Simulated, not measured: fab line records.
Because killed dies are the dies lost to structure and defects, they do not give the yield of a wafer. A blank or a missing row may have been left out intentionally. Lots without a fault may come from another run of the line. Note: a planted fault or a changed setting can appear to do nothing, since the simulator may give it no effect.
Split-lot trial	flow n5_finfet	21 wafers read across 7 lots, on a route 1938 steps long

== THE SPLIT ==
At N5_BEOL_M2_ETCH_69 (etches SiARC in CF4, target depth 15.6 nm, time 26 s), the setting bias_w was moved away from the recipe's 36 W on 6 of the 21 wafers read, by +9.1% to +17.3%. This setting was run at the recipe's value on the other wafers.

The split's own step is where the reading is taken.

== THE READING ==
rf_vpp_V, in V, at N5_BEOL_M2_ETCH_69 (etches SiARC in CF4, target depth 15.6 nm, time 26 s). Fault-free wafers of this fab line usually give 184.3 V, standard deviation 1 V.

wafer	tool, chamber at the split	bias_w as run, W	against the recipe	rf_vpp_V, V	against lot-mates on the recipe
L074.1	rie_diel-06, 3	36	recipe	184.3	-
L074.2	rie_diel-06, 0	39.27	+9.1%	193.5	+9.2
L074.3	rie_diel-06, 2	39.27	+9.1%	194.1	+9.8
L079.3	rie_diel-03, 3	36	recipe	184.2	-
L079.5	rie_diel-03, 3	36	recipe	181.4	-
L079.6	rie_diel-03, 0	36	recipe	183.8	-
L084.1	rie_diel-03, 1	36	recipe	185.0	-
L084.2	rie_diel-03, 3	36	recipe	183.8	-
L084.5	rie_diel-03, 2	36	recipe	183.5	-
L087.3	rie_diel-01, 3	36	recipe	184.1	-
L087.5	rie_diel-01, 0	36	recipe	185.8	-
L087.6	rie_diel-01, 3	36	recipe	183.3	-
L088.1	rie_diel-01, 3	36	recipe	183.3	-
L088.2	rie_diel-01, 2	40.94	+13.7%	200.8	+17.5
L088.3	rie_diel-01, 0	40.94	+13.7%	200.9	+17.6
L092.4	rie_diel-03, 0	42.23	+17.3%	203.4	+19.5
L092.5	rie_diel-03, 1	42.23	+17.3%	204.5	+20.6
L092.6	rie_diel-03, 0	36	recipe	183.9	-
L095.2	rie_diel-01, 0	36	recipe	185.6	-
L095.3	rie_diel-01, 3	36	recipe	184.3	-
L095.6	rie_diel-01, 3	36	recipe	183.3	-

THE FIT
A straight line over all 21 wafers: rf_vpp_V changes by +1.17 V for each +1% of bias_w; r = +0.99; the points scatter about the line by 1 V.
The same after taking each lot's own level away (the mean of its wafers on the recipe; 21 wafers): +1.18 V for each +1%; r = +0.99; scatter 1 V.
On that fit, the largest move of bias_w shifts the reading by 21 V.
Measured against the standard deviation above, the lots' own levels, which go from 183.13 to 184.40 V, span 1.3 times it.
The two slopes agree, so the slope changes little with the lot-to-lot level.
Check: for one of the wafers moved furthest among these (+17.3%), held out of the fit, the line's prediction against its lot-mates is +20.8 V. It came out at +19.5 V against them.
Tool readings at the split's step, against how far the setting was moved: rf_vpp_V r = +0.99.

== ADDITIONAL SPLITS CARRIED BY THESE WAFERS ==
These wafers also went through other splits before the reading. Each is held against what the fit with the lots' levels taken away leaves over:
other split on the same wafers	wafers away from the commonest value	r with rf_vpp_V (lot level and that fit taken away)
N5_MOL_CONTACT_COAG_ETCHBACK_136 target_depth_a	6	+0.30
N5_MOL_CONTACT_COAG_CVD_140 target_thk_a	5	-0.44
N5_BEOL_M1_COAT_68 spin_rpm	8	-0.01

== THE FILE'S OWN FIT ==
rf_vpp_V changes by +1.18 V for each +1% of bias_w, r = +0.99.
